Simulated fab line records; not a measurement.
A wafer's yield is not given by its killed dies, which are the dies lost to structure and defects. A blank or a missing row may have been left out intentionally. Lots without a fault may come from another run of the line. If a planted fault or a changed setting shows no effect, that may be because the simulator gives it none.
Comparing a struck lot with a sound one ; flow n5-finfet ; 15 out of 1938 route steps
Sound: these wafers, L938.1, L938.3, L938.5. Struck: wafer L942.6. (L942.3 of the same lot was not struck and is left out.) The cause comes at the end.
For every step that has rows: the tool of each side, followed by ch and its chambers, followed by its first start. Under that, the readings that differ: sound wafers ; struck wafers ; difference of the means ; sigmas: that difference in standard deviations of wafers without a fault.
alike: readings with means less than 2 such deviations apart, plus words and numbers identical on both sides. not compared: withheld readings, readings lacking a value on some wafer, bounds such as >300 that could conceal the same value, and numbers that have no deviation in the record and whose values overlap.
The two part at a step that has a row with sigmas, a row that says differs or no value, or rows on one side only. Non-overlapping numbers with no deviation appear without sigmas and do not part them. A reading missing from all wafers of one side parts the sides only when that side holds two or more wafers.

first, 3 steps without rows for these wafers: N5_SD_EPI_N_EXPOSE_06 (exposes mask SD N BLK, target cd 120 nm); N5_SD_EPI_N_PEB_07 (peb time 60 s); N5_SD_EPI_N_DEVELOP_08 (develop time 30 s).
N5_SD_EPI_N_CD_MEAS_09 targets a cd of 120 nm.
  sound on cd-sem-02 ch 0, day 3 06:10; struck on cd-sem-03 ch 0, day 4 06:35
  alike: cd-nm
N5_SD_EPI_N_OVL_MEAS_10:
  sound on overlay-02 ch 0, day 3 06:12; struck on overlay-01 ch 0, day 4 06:37
  alike: SD_N_BLK_OVL
N5_SD_EPI_N_INSPECT_11: inspects for defects (macro).
  sound: defect-inspect-01 at day 3 06:13; struck: defect-inspect-01 at day 4 06:38
  alike: raw-defect-count
N5_SD_EPI_N_DESCUM_14: chemistry O2, time 7.9 s.
  sound on rie-diel-04 ch 1,2,3, day 3 06:24; struck on rie-diel-04 ch 2, day 4 06:40
  alike: drypump-motor-current-A, oes-product-au, rf-vpp-V, showerhead-plenum-p-Torr, throttle-valve-pct
  not compared: rf-hours-counter-h
N5_SD_EPI_N_ETCH_34: etches SiARC in CF4, target depth 45.5 nm, time 75.8 s.
  sound on rie-diel-04 ch 1,2,3, day 3 06:26; struck on rie-diel-04 ch 2, day 4 06:43
  alike: drypump-motor-current-A, etch-rf-on-time-s, oes-product-au, rf-vpp-V, showerhead-plenum-p-Torr, throttle-valve-pct
  not compared: rf-hours-counter-h
N5_SD_EPI_N_ETCH_35: etches SOC in N2/H2, overetch 108 nm, time 486 s.
  sound on rie-diel-04 ch 1,2,3, day 3 06:29; struck on rie-diel-04 ch 2, day 4 06:46
  alike: drypump-motor-current-A, n2-flow-sccm, oes-product-au, rf-vpp-V, showerhead-plenum-p-Torr, throttle-valve-pct
  not compared: rf-hours-counter-h
then, 1 step without rows for these wafers: N5_SD_EPI_N_STRIP_36 (strips in N2/H2).
N5_SD_EPI_N_ETCHBACK_44: etches SiNx in CH3F/O2, stops on SiO2, target depth 14.5 nm.
  sound on rie-diel-04 ch 1,2,3, day 3 06:49; struck on rie-diel-04 ch 2, day 4 07:05
  alike: drypump-motor-current-A, oes-product-au, rf-vpp-V, showerhead-plenum-p-Torr, throttle-valve-pct
  not compared: rf-hours-counter-h
N5_SD_EPI_N_ETCH_45: etches SiOCN in CH3F/O2, target depth 6 nm.
  sound on rie-diel-04 ch 1,2,3, day 3 06:55; struck on rie-diel-04 ch 2, day 4 07:11
reading;sound;struck;difference;sigmas
rf-vpp-V (V);127.6 128.1 127.6;124.7;-3.1;-3
  alike: drypump-motor-current-A, oes-product-au, showerhead-plenum-p-Torr, throttle-valve-pct
  not compared: rf-hours-counter-h
N5_SD_EPI_N_ETCH_16: etches SiO2 in CHF3/O2, target depth 5 nm.
  sound on rie-diel-04 ch 1,2,3, day 3 07:01; struck on rie-diel-04 ch 2, day 4 07:17
reading;sound;struck;difference;sigmas
oes-product-au (a.u.);0.69 0.73 0.74;0.89;+0.17;+2
model.etch.depth-nm (nm);4.882 4.857 4.929;6.57;+1.68;
model.SiARC_of_SD_EPI_N_COAT_33.thk-nm (nm);13 12.8 12.8;11.8;-1.1;
  alike: drypump-motor-current-A, rf-vpp-V, showerhead-plenum-p-Torr, throttle-valve-pct
  not compared: rf-hours-counter-h
then, 2 steps without rows for these wafers: N5_SD_EPI_N_STRIP_47 (strips in CHF3/O2); N5_PASSIVATION_PROBE_49.

## WHERE THEY PART
At N5_SD_EPI_N_ETCH_45 first; at N5_SD_EPI_N_ETCH_16 last (within this record only).

WHY: what the simulator had put in
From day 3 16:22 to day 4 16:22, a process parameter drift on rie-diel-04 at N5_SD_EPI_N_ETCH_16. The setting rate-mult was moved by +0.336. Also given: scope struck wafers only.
